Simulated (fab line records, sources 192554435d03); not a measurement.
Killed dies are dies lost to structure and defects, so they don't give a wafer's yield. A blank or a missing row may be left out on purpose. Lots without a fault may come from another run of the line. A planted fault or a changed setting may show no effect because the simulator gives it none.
Chamber matching | flow n5_finfet | N5_BEOL_M6_STRIP_19 on rie_diel-03: 4 sister chambers
The step strips in O2. 22 wafers are shown with their chamber, then 11 later ones without.

WAFERS WITH THEIR CHAMBER
wafer  | chamber | showerhead_plenum_p_Torr (Torr) | drypump_motor_current_A (A) | throttle_valve_pct (%)
L075.3 | 1       | 2.22                            | 5.8                         | 16.35
L075.5 | 3       | 1.98                            | 5.1                         | 16.91
L075.6 | 0       | 2.16                            | 6.0                         | 17.06
L083.1 | 1       | 2.22                            | 5.8                         | 16.37
L083.2 | 0       | 2.16                            | 6.0                         | 17.10
L083.5 | 0       | 2.16                            | 6.0                         | 17.09
L079.2 | 1       | 2.22                            | 5.8                         | 16.38
L079.4 | 1       | 2.22                            | 5.8                         | 16.39
L079.6 | 2       | 2.20                            | 5.6                         | 16.88
L081.1 | 2       | 2.20                            | 5.6                         | 16.87
L081.2 | 0       | 2.16                            | 6.0                         | 17.09
L081.5 | 0       | 2.16                            | 6.0                         | 17.08
L080.1 | 2       | 2.20                            | 5.7                         | 16.88
L080.2 | 0       | 2.16                            | 6.0                         | 17.08
L080.5 | 0       | 2.16                            | 6.0                         | 17.08
L087.3 | 3       | 1.98                            | 5.1                         | 16.92
L087.5 | 2       | 2.20                            | 5.6                         | 16.87
L087.6 | 3       | 1.98                            | 5.1                         | 16.94
L086.1 | 1       | 2.21                            | 5.8                         | 16.40
L086.3 | 0       | 2.16                            | 6.0                         | 16.65
L086.4 | 0       | 2.16                            | 6.0                         | 16.65
L090.1 | 0       | 2.16                            | 6.0                         | 16.66

SIGNATURES (means of the wafers above)
reading                  | chamber 0 | chamber 1 | chamber 2 | chamber 3 | scatter within a chamber
showerhead_plenum_p_Torr | 2.1600    | 2.2180    | 2.2000    | 1.9800    | 0.00211
drypump_motor_current_A  | 6.000     | 5.800     | 5.625     | 5.100     | 0.0204
throttle_valve_pct       | 16.9540   | 16.3780   | 16.8750   | 16.9233   | 0.147
Rule: a wafer's distance from a chamber is the root of the sum, over the readings, of the square of ((its reading less the chamber's mean) divided by the reading's scatter). The wafer belongs to the nearest chamber; if the next one is less than 2 further off, it can't be placed. The scatter: the root of (the sum of the squares of (reading less its chamber's mean) over the shown wafers, divided by (wafers less chambers)).

WAFERS WITHOUT THEIR CHAMBER
wafer  | showerhead_plenum_p_Torr (Torr) | drypump_motor_current_A (A) | throttle_valve_pct (%)
L090.4 | 2.21                            | 5.8                         | 16.42
L090.5 | 2.19                            | 5.7                         | 16.91
L088.1 | 2.21                            | 5.8                         | 16.41
L088.2 | 2.16                            | 6.0                         | 16.66
L088.3 | 2.19                            | 5.6                         | 16.90
L089.1 | 2.16                            | 6.0                         | 16.65
L089.4 | 2.19                            | 5.7                         | 16.93
L089.6 | 2.21                            | 5.8                         | 16.42
L096.1 | 2.24                            | 5.1                         | 16.48
L096.3 | 2.21                            | 5.8                         | 16.45
L096.5 | 2.24                            | 5.1                         | 16.49

WHICH CHAMBER EACH WENT THROUGH
wafer  | from the rows above | in truth
L090.4 | 1                   | 1
L090.5 | 2                   | 2
L088.1 | 1                   | 1
L088.2 | 0                   | 0
L088.3 | 2                   | 2
L089.1 | 0                   | 0
L089.4 | 2                   | 2
L089.6 | 1                   | 1
L096.1 | 2                   | 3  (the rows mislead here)
L096.3 | 1                   | 1
L096.5 | 2                   | 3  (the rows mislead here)
Placed correctly: 9 of 11. Can't be placed from these rows: 0. Placed wrongly: 2.
